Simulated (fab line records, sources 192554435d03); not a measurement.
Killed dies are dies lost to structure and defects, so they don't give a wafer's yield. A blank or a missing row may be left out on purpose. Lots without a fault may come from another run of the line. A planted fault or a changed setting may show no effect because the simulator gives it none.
Chamber matching | flow n5_finfet | N5_BEOL_M12_ETCH_68 on rie_diel-03: 4 sister chambers
The step etches SOC in N2/H2, time 285 s. 20 wafers are shown with their chamber, then 10 later ones without.

WAFERS WITH THEIR CHAMBER
wafer  | chamber | throttle_valve_pct (%) | drypump_motor_current_A (A) | oes_product_au (a.u.)
L075.1 | 3       | 18.23                  | 5.9                         | 0.72
L075.2 | 2       | 17.85                  | 5.8                         | 0.88
L075.3 | 1       | 17.68                  | 5.5                         | 0.70
L075.4 | 0       | 18.21                  | 6.5                         | 0.85
L075.5 | 3       | 18.23                  | 5.9                         | 0.70
L075.6 | 0       | 18.21                  | 6.5                         | 0.85
L076.3 | 0       | 18.22                  | 6.5                         | 0.86
L076.4 | 2       | 17.84                  | 5.8                         | 0.87
L076.5 | 2       | 17.86                  | 5.8                         | 0.87
L080.2 | 1       | 17.71                  | 5.5                         | 0.69
L080.4 | 3       | 18.26                  | 5.9                         | 0.70
L080.5 | 1       | 17.69                  | 5.5                         | 0.69
L083.3 | 2       | 17.87                  | 5.8                         | 0.85
L083.4 | 3       | 18.25                  | 5.8                         | 0.70
L083.6 | 1       | 17.72                  | 5.6                         | 0.68
L082.1 | 3       | 18.28                  | 5.9                         | 0.70
L082.2 | 0       | 18.22                  | 6.5                         | 0.84
L082.3 | 1       | 17.71                  | 5.5                         | 0.67
L082.4 | 2       | 17.86                  | 5.8                         | 0.85
L082.5 | 1       | 17.70                  | 5.5                         | 0.68

SIGNATURES (means of the wafers above)
reading                 | chamber 0 | chamber 1 | chamber 2 | chamber 3 | scatter within a chamber
throttle_valve_pct      | 18.2150   | 17.7017   | 17.8560   | 18.2500   | 0.0148
drypump_motor_current_A | 6.500     | 5.517     | 5.800     | 5.880     | 0.032
oes_product_au          | 0.8500    | 0.6850    | 0.8640    | 0.7040    | 0.0106
Rule: a wafer's distance from a chamber is the root of the sum, over the readings, of the square of ((its reading less the chamber's mean) divided by the reading's scatter). The wafer belongs to the nearest chamber; if the next one is less than 2 further off, it can't be placed. The scatter: the root of (the sum of the squares of (reading less its chamber's mean) over the shown wafers, divided by (wafers less chambers)).

WAFERS WITHOUT THEIR CHAMBER
wafer  | throttle_valve_pct (%) | drypump_motor_current_A (A) | oes_product_au (a.u.)
L082.6 | 17.86                  | 5.8                         | 0.86
L084.1 | 18.25                  | 6.5                         | 0.83
L084.3 | 17.71                  | 5.6                         | 0.68
L084.4 | 17.88                  | 5.8                         | 0.84
L090.2 | 18.26                  | 6.5                         | 0.82
L090.4 | 17.89                  | 5.8                         | 0.84
L090.6 | 18.27                  | 6.5                         | 0.82
L096.2 | 18.28                  | 6.5                         | 0.82
L096.4 | 17.76                  | 5.5                         | 0.67
L096.5 | 18.31                  | 6.5                         | 0.81

WHICH CHAMBER EACH WENT THROUGH
wafer  | from the rows above | in truth
L082.6 | 2                   | 2
L084.1 | 0                   | 0
L084.3 | 1                   | 1
L084.4 | 2                   | 2
L090.2 | 0                   | 0
L090.4 | 2                   | 2
L090.6 | 0                   | 0
L096.2 | 0                   | 0
L096.4 | 1                   | 1
L096.5 | 0                   | 0
Placed correctly: 10 of 10. Can't be placed from these rows: 0. Placed wrongly: 0.
